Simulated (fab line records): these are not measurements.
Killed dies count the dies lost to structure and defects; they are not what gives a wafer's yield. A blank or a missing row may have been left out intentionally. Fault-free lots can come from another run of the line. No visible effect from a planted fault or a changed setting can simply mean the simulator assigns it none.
Struck lot and sound lot, side by side | flow n5_finfet | 15 out of 1938 route steps
Sound: wafers L131.1, L131.2, L131.3. Struck: wafer L145.1 (L145.4, L145.6, from the same lot, were not struck and are left out); the cause is given at the end.
Each step with rows lists, per side, the tool, then ch with its chambers, then its first start. Under that, the readings that differ: sound wafers | struck wafers | difference of the means | sigmas: that difference in standard deviations of wafers without a fault.
alike: words and numbers the same on both sides, and readings whose means are apart by under 2 such deviations; not compared: readings that were withheld, readings missing a value for some wafer, numbers with overlapping values and no deviation given by the record, and bounds like >300 which may hide the same value.
A row with sigmas, a row that says differs or no value, or rows on one side alone: a step with any of these is where the two part. When numbers do not overlap yet have no deviation, they are printed without sigmas and do not part them. Lack of a reading on every wafer of one side parts them only where that side has two or more wafers.

first, 7 steps without rows for these wafers: N5_BEOL_M11_COAT_64 (time 60 s, resist thk 30 nm); N5_BEOL_M11_COAT_22 (resist thk 90 nm); N5_BEOL_M11_EBR_24; N5_BEOL_M11_SOFTBAKE_23 (time 60 s); N5_BEOL_M11_EXPOSE_25 (exposes mask V10); N5_BEOL_M11_PEB_26 (peb time 60 s); N5_BEOL_M11_DEVELOP_27 (develop time 30 s).
N5_BEOL_M11_CD_MEAS_28: target cd 70 nm.
  sound on cd_sem-01 ch 0, day 11 18:11; struck on cd_sem-03 ch 0, day 14 15:37
  alike: cd_nm
N5_BEOL_M11_OVL_MEAS_29:
  sound on overlay-01 ch 0, day 11 18:13; struck on overlay-01 ch 0, day 14 15:39
  alike: V10_OVL
N5_BEOL_M11_INSPECT_30: inspects for defects (brightfield).
  sound on defect_inspect-02 at day 11 18:15; struck on defect_inspect-02 at day 14 16:14
  alike: raw_defect_count
N5_BEOL_M11_DESCUM_33: chemistry O2, time 7.9 s.
  sound on rie_diel-05 ch 0,1,2, day 11 18:17; struck on rie_diel-05 ch 3, day 14 16:16
  reading                | sound      | struck | difference | sigmas
  rf_hours_counter_h (h) | 176 11 180 | 211    | +89        |
  alike: drypump_motor_current_A, o2_flow_sccm, oes_product_au, rf_vpp_V, showerhead_plenum_p_Torr, temp_c, throttle_valve_pct
N5_BEOL_M11_ETCH_65: etches SiARC in CF4, target depth 39 nm, time 65 s.
  sound on rie_diel-05 ch 0,1,2, day 11 18:19; struck on rie_diel-05 ch 3, day 14 16:18
  reading                | sound             | struck | difference | sigmas
  rf_hours_counter_h (h) | 176 11 180        | 212    | +90        |
  rf_vpp_V (V)           | 181.2 183.8 184.0 | 185.4  | +2.4       | +2
  alike: drypump_motor_current_A, etch_rf_on_time_s, oes_product_au, showerhead_plenum_p_Torr, throttle_valve_pct
N5_BEOL_M11_ETCH_66: etches SOC in N2/H2, target depth 120 nm, overetch 24 nm, time 180 s.
  sound on rie_diel-05 ch 0,1,2, day 11 18:22; struck on rie_diel-05 ch 3, day 14 16:21
  reading                                     | sound             | struck | difference | sigmas
  rf_hours_counter_h (h)                      | 176 11 180        | 212    | +90        |
  rf_vpp_V (V)                                | 519.9 525.1 523.5 | 527.7  | +4.9       | +2
  model.SiARC_of_BEOL_M11_COAT_64.thk_nm (nm) | 22.8 22.4 23      | 18.2   | -4.5       |
  alike: drypump_motor_current_A, n2_flow_sccm, oes_product_au, showerhead_plenum_p_Torr, temp_c, throttle_valve_pct
then, 1 step without rows for these wafers: N5_BEOL_M11_STRIP_69 (strips in N2/H2).
N5_PASSIVATION_PROBE_49:
  sound on prober-02 at day 13 10:04; struck on prober-01 at day 16 11:30
  alike: defect_limited_yield, killed_at_M0_to_M3, killed_at_M4_up, killed_at_contacts, killed_at_front_end, killed_at_other, killed_dies, killed_open, killed_short, sort_bin_4_leakage, sort_bin_5_function, sort_bin_6_memory, sort_bin_8_speed, sort_n_pass, sort_yield_pct

## WHERE THEY PART
First at N5_BEOL_M11_ETCH_65; last, within this record, at N5_BEOL_M11_ETCH_66. Later steps at which nothing parts them and some readings are alike: N5_PASSIVATION_PROBE_49.

WHY: whatever the simulator had introduced
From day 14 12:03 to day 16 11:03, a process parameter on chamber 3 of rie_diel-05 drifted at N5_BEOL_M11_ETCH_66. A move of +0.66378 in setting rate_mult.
